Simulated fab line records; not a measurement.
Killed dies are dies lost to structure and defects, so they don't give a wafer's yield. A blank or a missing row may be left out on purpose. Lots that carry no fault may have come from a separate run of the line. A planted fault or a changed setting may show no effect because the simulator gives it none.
Problem report in the 8D (eight disciplines) form, filled by code	flow nand_harc	the parts of the form that need people (team, actions taken, sign-off) are left out

## 1. WHAT WENT WRONG
thk_nm at NHARC_A_ONON_D2_THK_MEAS_34 reads a mean of 168 nm on 2 wafers of 2 lots; wafers without a fault read 200 nm with a standard deviation of 3. Relative to the usual mean, that is a shift of -11 standard deviations.
The step: measures by ellipsometry.
The first sign was on wafer L462.4 at day 19 21:58, on film_metro-02. The record has a number at this step for 39 wafers belonging to 13 lots. Rule for "out" (also "out of limits"): further than 4 standard deviations from the usual mean. The other wafers with a number count as sound.

## 2. WHAT IT IS; WHAT IT IS NOT
question	is	is not
which readings at this step	thk_nm	-
which lots	L462, L464	L446, L447, L449, L450, L452, L454, L455, L456, L466, L467, L469
which wafers of those lots	L462.4, L464.1	L462.2, L462.5, L464.4, L464.6
read on which gauges	film_metro-01, film_metro-02	-
when	from day 19 21:58	up to then (26 sound wafers); but 11 sound wafers of L464, L466, L467, L469 came after

## 3. THE SUSPECTS, EACH WITH WHAT RULES IT OUT
Counting: a tool at a process step up to the reading stays a suspect if it ran every lot that is out. Sound lots after the first of them don't rule it out here, since some wafers of a struck lot are sound.
- the gauge at NHARC_A_ONON_D2_THK_MEAS_34 has been ruled out. The wafers that are out were read on 2 gauges (film_metro-01, film_metro-02).
- pecvd-02 at NHARC_A_ONON_D2_DEP_33 (deposits SiO2, target thk 200 nm): kept. Every lot that is out went through it, the first being L462 (day 19 21:32); the last sound lot it ran before that was L456 (day 16 23:13). Out on those wafers are its own readings of mfc_precursor_sccm.
- Within pecvd-02 at NHARC_A_ONON_D2_DEP_33: the wafers that are out ran in chamber 2; their sound lot-mates ran in chambers 0, 1.
Remaining after the count: pecvd-02 at NHARC_A_ONON_D2_DEP_33.

## 4. THE CAUSE (what the simulator had put in)
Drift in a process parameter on pecvd-02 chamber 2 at NHARC_A_ONON_D2_DEP_33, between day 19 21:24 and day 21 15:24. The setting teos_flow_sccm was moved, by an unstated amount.
After counting, this tool was the only one left.

## 5. THE EFFECT CHAIN, in route order
Each row: a reading where the mean over the struck wafers with a number is more than 3 standard deviations away from the usual. Readings are gone through only where the record gives a usual standard deviation; hours: the median, over the lots, of the time from a lot's start at the first step in this table giving one to that lot's start at this step; sigmas: the change measured in usual standard deviations.
hours	step	reading	usual	on struck wafers	change	sigmas
0	NHARC_A_ONON_D2_DEP_33	mfc_precursor_sccm	161.5 sccm	135.4	-26.1	-57
0	NHARC_A_ONON_D2_THK_MEAS_34	thk_nm	200 nm	168	-32	-11
It contains these process steps:
- NHARC_A_ONON_D2_DEP_33: deposits SiO2, target thk 200 nm.
Later steps that measure or inspect, where all struck wafers having a row at the step show a number for every such reading and not one has moved that far: NHARC_A_ONON_D2_INSPECT_32, NHARC_END_SORT_01.

## 6. HOW IT WOULD HAVE BEEN CAUGHT EARLIER
In this record the first reading out of limits at a measuring or inspecting step was taken at day 19 21:58, 1 hour after the fault began at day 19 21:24.
The tool's own readings at NHARC_A_ONON_D2_DEP_33 were out on every struck wafer that the step has a row for (mfc_precursor_sccm): an alarm limit on them would have fired on the first of those.
L464, from the lots that are out (2), started NHARC_A_ONON_D2_DEP_33 on pecvd-02 later than day 19 21:58. Had the tool been put on hold then, it would have been spared.
